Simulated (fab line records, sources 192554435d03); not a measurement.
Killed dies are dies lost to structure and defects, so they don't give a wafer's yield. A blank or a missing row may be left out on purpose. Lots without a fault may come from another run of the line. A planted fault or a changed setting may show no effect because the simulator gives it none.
Chamber matching | flow n5_finfet | N5_DUMMY_GATE_ALD_02 on ald_sin-02: 4 sister chambers
The step deposits SiO2, target thk 2 nm, pulse time 1 s. 4 wafers are shown with their chamber, then 7 later ones without.

WAFERS WITH THEIR CHAMBER
wafer  | chamber | heater_power_w (W)
L093.2 | 2       | 485
L093.5 | 0       | 567
L094.1 | 3       | 472
L094.2 | 1       | 480

WAFERS WITHOUT THEIR CHAMBER
wafer  | heater_power_w (W)
L094.4 | 555
L096.2 | 474
L096.5 | 460
L096.6 | 578
L097.1 | 489
L097.4 | 480
L097.6 | 493

WHICH CHAMBER EACH WENT THROUGH
wafer  | from the rows above          | in truth
L094.4 | 0                            | 0
L096.2 | can't be placed: 3 or 1 or 2 | 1
L096.5 | can't be placed: 3 or 1 or 2 | 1
L096.6 | 0                            | 0
L097.1 | can't be placed: 2 or 1 or 3 | 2
L097.4 | can't be placed: 1 or 2 or 3 | 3
L097.6 | can't be placed: 2 or 1 or 3 | 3
Placed correctly: 2 of 7. Can't be placed from these rows: 5 (the true chamber is among the candidates in 5). Placed wrongly: 0.
How it was worked out, from the rows above alone: a wafer's distance from a chamber is the root of the sum, over the readings, of the square of ((its reading less the chamber's mean) divided by the reading's scatter). The wafer belongs to the nearest chamber; if the next one is less than 2 further off, it can't be placed. A chamber's mean is the mean of its shown wafers. The scatter: with one shown wafer a chamber, the root of the mean of the squares of how far each hidden wafer lies from its nearest shown one.
